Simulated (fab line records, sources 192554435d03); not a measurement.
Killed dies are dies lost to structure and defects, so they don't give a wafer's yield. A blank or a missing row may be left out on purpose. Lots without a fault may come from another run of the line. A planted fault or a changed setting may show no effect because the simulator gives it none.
A struck lot beside a sound one | flow n5_finfet | 16 steps out of a route of 1938
Sound: wafers L506.1, L506.2, L506.5. Struck: wafer L521.1. (L521.6 of the same lot was not struck and is left out.) The cause comes at the end.
At each step with rows: each side's tool, then ch and its chambers, then its first start. Under that, the readings that differ: sound wafers | struck wafers | difference of the means | sigmas: that difference in standard deviations of wafers without a fault.
alike: readings whose means differ by less than 2 such deviations, and words and numbers that are the same on both sides. not compared: withheld readings, readings that some wafer has no value for, bounds like >300 that may hide the same value, and numbers for which the record gives no deviation and whose values overlap.
The two part at a step that has a row with sigmas, a row that says differs or no value, or rows on one side only. Numbers that don't overlap but have no deviation are shown without sigmas and don't part them. A reading that every wafer of one side lacks parts them only if that side has two wafers or more.

N5_BEOL_M9_HM_DEP_02: deposits TiN, target thk 20 nm.
  sound on pvd_sputter-01, day 9 23:40; struck on pvd_sputter-03, day 13 07:44
  alike: susceptor_temp_C, throttle_valve_pct
then, 8 steps without rows for these wafers: N5_BEOL_M9_COAT_59 (time 60 s, resist thk 100 nm); N5_BEOL_M9_COAT_60 (time 60 s, resist thk 30 nm); N5_BEOL_M9_COAT_05 (resist thk 90 nm); N5_BEOL_M9_EBR_07; N5_BEOL_M9_SOFTBAKE_06 (time 60 s); N5_BEOL_M9_EXPOSE_08 (exposes mask M9); N5_BEOL_M9_PEB_09 (peb time 60 s); N5_BEOL_M9_DEVELOP_10 (develop time 30 s).
N5_BEOL_M9_CD_MEAS_11: target cd 64.1 nm.
  sound on cd_sem-02 ch 0, day 10 00:10; struck on cd_sem-01 ch 0, day 13 08:07
  alike: cd_nm
N5_BEOL_M9_OVL_MEAS_12:
  sound on overlay-02 ch 0, day 10 00:11; struck on overlay-02 ch 0, day 13 08:08
  alike: M9_OVL
N5_BEOL_M9_INSPECT_13: inspects for defects (brightfield).
  sound on defect_inspect-01, day 10 00:13; struck on defect_inspect-02, day 13 08:10
  alike: raw_defect_count
N5_BEOL_M9_DESCUM_16: chemistry O2, time 7.9 s.
  sound on rie_diel-04 ch 1,2,3, day 10 00:21; struck on rie_diel-06 ch 0, day 13 08:12
  reading                                      | sound          | struck | difference | sigmas
  oes_product_au (a.u.)                        | 0.72 0.81 0.73 | 0.97   | +0.22      | +3
  model.CAR-ArF_of_BEOL_M9_COAT_05.thk_nm (nm) | 83.4 83.4 83.2 | 82.4   | -0.9       |
  alike: drypump_motor_current_A, rf_vpp_V, showerhead_plenum_p_Torr, throttle_valve_pct
  not compared: rf_hours_counter_h
N5_BEOL_M9_ETCH_61: etches SiARC in CF4, target depth 39 nm, time 65 s.
  sound on rie_diel-04 ch 1,2,3, day 10 00:23; struck on rie_diel-06 ch 0, day 13 08:14
  reading                                      | sound          | struck | difference | sigmas
  etch_rf_on_time_s (s)                        | 65.8 66.9 66.5 | 63.0   | -3.4       | -3
  oes_product_au (a.u.)                        | 0.62 0.68 0.63 | 0.82   | +0.18      | +3
  model.CAR-ArF_of_BEOL_M9_COAT_05.thk_nm (nm) | 55.6 55.6 55.4 | 54.6   | -0.9       |
  alike: drypump_motor_current_A, rf_vpp_V, showerhead_plenum_p_Torr, throttle_valve_pct
  not compared: rf_hours_counter_h
N5_BEOL_M9_ETCH_62: etches SOC in N2/H2, target depth 110 nm, overetch 22 nm, time 165 s.
  sound on rie_diel-04 ch 1,2,3, day 10 00:26; struck on rie_diel-06 ch 0, day 13 08:17
  reading               | sound          | struck | difference | sigmas
  oes_product_au (a.u.) | 0.62 0.69 0.63 | 0.81   | +0.16      | +3
  alike: drypump_motor_current_A, rf_vpp_V, showerhead_plenum_p_Torr, throttle_valve_pct
  not compared: rf_hours_counter_h
N5_PASSIVATION_PROBE_49:
  the record has rows for the sound wafers here (prober-01, day 12 13:50) and none for the struck ones

WHERE THEY PART
First at N5_BEOL_M9_DESCUM_16; last, within this record, at N5_PASSIVATION_PROBE_49.

WHY: what the simulator had put in
Process parameter drift: rie_diel-06, from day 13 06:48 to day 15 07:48, at N5_BEOL_M9_DESCUM_16. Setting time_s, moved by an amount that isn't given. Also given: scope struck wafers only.
